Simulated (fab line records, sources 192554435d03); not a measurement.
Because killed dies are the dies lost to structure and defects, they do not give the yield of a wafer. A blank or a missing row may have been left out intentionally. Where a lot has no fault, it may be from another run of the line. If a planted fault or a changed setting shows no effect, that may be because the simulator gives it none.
Comparing a struck lot with a sound one + flow n5_finfet + 18 out of 1938 route steps
Sound: the wafers L618.1, L618.5, L618.6. Struck: wafer L609.3; the same lot's L609.6 was not struck, so it is left out; see the end for the cause.
For every step that has rows: the tool of each side, followed by ch and its chambers, followed by its first start. Under that, the readings that differ: sound wafers + struck wafers + difference of the means + sigmas: that difference in standard deviations of wafers without a fault.
alike: words and numbers the same on both sides, and readings whose means are apart by under 2 such deviations; not compared: readings that were withheld, readings missing a value for some wafer, numbers with overlapping values and no deviation given by the record, and bounds like >300 which may hide the same value.
The two part at a step that has a row with sigmas, a row that says differs or no value, or rows on one side only. Non-overlapping numbers with no deviation appear without sigmas and do not part them. A reading that every wafer of one side lacks parts them only if that side has two wafers or more.

N5_BEOL_M2_ANNEAL_82: time 240 s.
  sound: pvd_sputter-03 at day 11 18:02; struck: pvd_sputter-03 at day 9 10:37
  alike: heater_power_w
N5_BEOL_M2_SPUTTER_86: material Cu, target thk 4.5 nm, time 8.29 s.
  sound: pvd_sputter-03 at day 11 18:11; struck: pvd_sputter-03 at day 9 10:45
  alike: throttle_valve_pct
then, 1 step without rows for these wafers: N5_BEOL_M2_ANNEAL_87 (time 240 s).
N5_BEOL_M2_SPUTTER_88: material Cu, target thk 4.5 nm, time 8.29 s.
  sound: pvd_sputter-03 at day 11 18:24; struck: pvd_sputter-03 at day 9 10:58
  alike: throttle_valve_pct
N5_BEOL_M2_ANNEAL_89: time 240 s.
  sound: pvd_sputter-03 at day 11 18:29; struck: pvd_sputter-03 at day 9 11:03
  alike: heater_power_w
N5_BEOL_M2_SPUTTER_90: material Cu, target thk 4.5 nm, time 8.29 s.
  sound: pvd_sputter-03 at day 11 18:37; struck: pvd_sputter-03 at day 9 11:11
  alike: throttle_valve_pct
then, 6 steps without rows for these wafers: N5_BEOL_M2_ANNEAL_91 (time 240 s); N5_BEOL_M2_SPUTTER_92 (material Cu, target thk 4.5 nm, time 8.29 s); N5_BEOL_M2_ANNEAL_93 (time 240 s); N5_BEOL_M2_SPUTTER_94 (material Cu, target thk 4.5 nm, time 8.29 s); N5_BEOL_M2_ANNEAL_95 (time 240 s); N5_BEOL_M2_SPUTTER_96 (material Cu, target thk 4.5 nm, time 8.29 s).
N5_BEOL_M2_ECD_50: material Cu, target thk 300 nm.
  sound on ecd_cu-02 ch 0,1, day 11 19:24; struck on ecd_cu-01 ch 1, day 9 11:59
| reading                                | sound         | struck | difference | sigmas |
|----------------------------------------|---------------|--------|------------|--------|
| model.Cu_of_BEOL_M2_ECD_50.thk_nm (nm) | 295 297 294.4 | 89     | -206       |        |
then, 1 step without rows for these wafers: N5_BEOL_M2_ANNEAL_51 (time 90 s).
N5_BEOL_M2_CMP_52: polishes, stops on SiOC, t overpolish 6.8 s, target thk 40 nm.
  sound on cmp-04 ch 0,3, day 11 19:49; struck on cmp-04 ch 3, day 9 12:29
| reading                | sound    | struck | difference | sigmas |
|------------------------|----------|--------|------------|--------|
| time_to_endpoint_s (s) | 62 64 61 | 19     | -43        | -12    |
  alike: clearing_platen_down_force_psi, clearing_platen_rpm, edge_zone_pressure_frac, motor_current_A
N5_BEOL_M2_THK_MEAS_53: measures by xrf.
  sound: film_metro-02 at day 11 20:04; struck: film_metro-02 at day 9 12:40
  alike: M2_THK
N5_BEOL_M4_RC_MEAS_101:
  sound on prober-02 ch 0, day 12 23:56; struck on prober-01 ch 0, day 10 09:34
  alike: DIBL_N, DIBL_P, IOFF_N, IOFF_P, ION_N, ION_P, SS_N, SS_P, VT_N, VT_P
-- record jumps: 4 days separate the struck wafers' starts on either side; left off in module BEOL_M4, taken up again in module PASSIVATION, whose first shown step is the route's number 1936 --
N5_PASSIVATION_PROBE_49:
  sound: prober-01 at day 17 02:52; struck: prober-02 at day 14 19:44
| reading                  | sound          | struck | difference | sigmas |
|--------------------------|----------------|--------|------------|--------|
| defect_limited_yield (%) | 94.1 93.3 92.3 | 89.9   | -3.3       | -2     |
| killed_dies              | 70 79 91       | 119    | +39        | +2     |
| killed_open              | 52 46 55       | 81     | +30        | +2     |
| sort_n_pass              | 1110 1101 1089 | 1061   | -39        | -2     |
| sort_yield_pct (%)       | 94.1 93.3 92.3 | 89.9   | -3.3       | -2     |
  alike: killed_at_M0_to_M3, killed_at_M4_up, killed_at_contacts, killed_at_front_end, killed_at_other, killed_short, sort_bin_5_function, sort_bin_6_memory

WHERE THEY PART
Earliest at N5_BEOL_M2_CMP_52; latest, in this record, at N5_PASSIVATION_PROBE_49.

WHY: what the simulator had put in
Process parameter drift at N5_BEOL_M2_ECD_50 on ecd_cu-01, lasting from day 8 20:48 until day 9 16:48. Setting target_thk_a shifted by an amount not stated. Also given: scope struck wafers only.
